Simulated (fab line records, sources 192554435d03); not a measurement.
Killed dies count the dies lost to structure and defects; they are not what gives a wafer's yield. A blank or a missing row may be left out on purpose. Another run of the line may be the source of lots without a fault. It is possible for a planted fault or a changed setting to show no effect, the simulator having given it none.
Which tool was responsible? -- flow n5_finfet -- at 1 step of a route of 1938, 11 lots with 33 wafers sampled

WHAT EACH GAUGE READ, for each wafer
N5_GATE_CUT_OVL_MEAS_14.
lot,measured,on,GATE_CUT_OVL (nm)
L075,day 4 15:20,overlay-01,1.0 0.7 0.7
L077,day 5 03:43,overlay-02,0.4 0.1 0.7
L079,day 5 19:26,overlay-02,0.4 0.5 0.9
L081,day 6 05:22,overlay-02,1.5 1.5 1.3
L083,day 6 15:10,overlay-02,-0.1 -0.5 -0.2
L085,day 7 07:40,overlay-01,0.1 -0.6 0.1
L088,day 7 21:37,overlay-02,0.5 0.7 0.7
L090,day 8 12:40,overlay-02,1.1 1.3 1.8
L092,day 9 00:36,overlay-01,1.3 1.1 0.6
L094,day 9 16:38,overlay-02,0.7 1.3 1.1
L096,day 9 22:48,overlay-02,0.0 0.9 0.9

TOOL THAT RAN EACH LOT (tool first, then ch and the chambers of the sampled wafers, then the start)
Record: no process step prior to these readings.

THE ANSWER, worked out from the rows above alone
Rule: what is usual is taken from the lots themselves. Put in order of their means at a reading, lots are off if they are a third of the lots or fewer, leave a main group of 4 or more, and stand apart from it by a gap of 3 or more times the standard deviation of the main group's means; of several such gaps the widest counts. The tables above print the reading to a certain number of digits; a main group whose means all agree to those digits is not used. Also off: a lot with no number at a reading for which 4 or more lots have one. The other lots that the step has rows for count as sound.
No lot is off on any of the readings shown, so nothing can be concluded from this.

WHAT THE SIMULATOR HAD PUT IN
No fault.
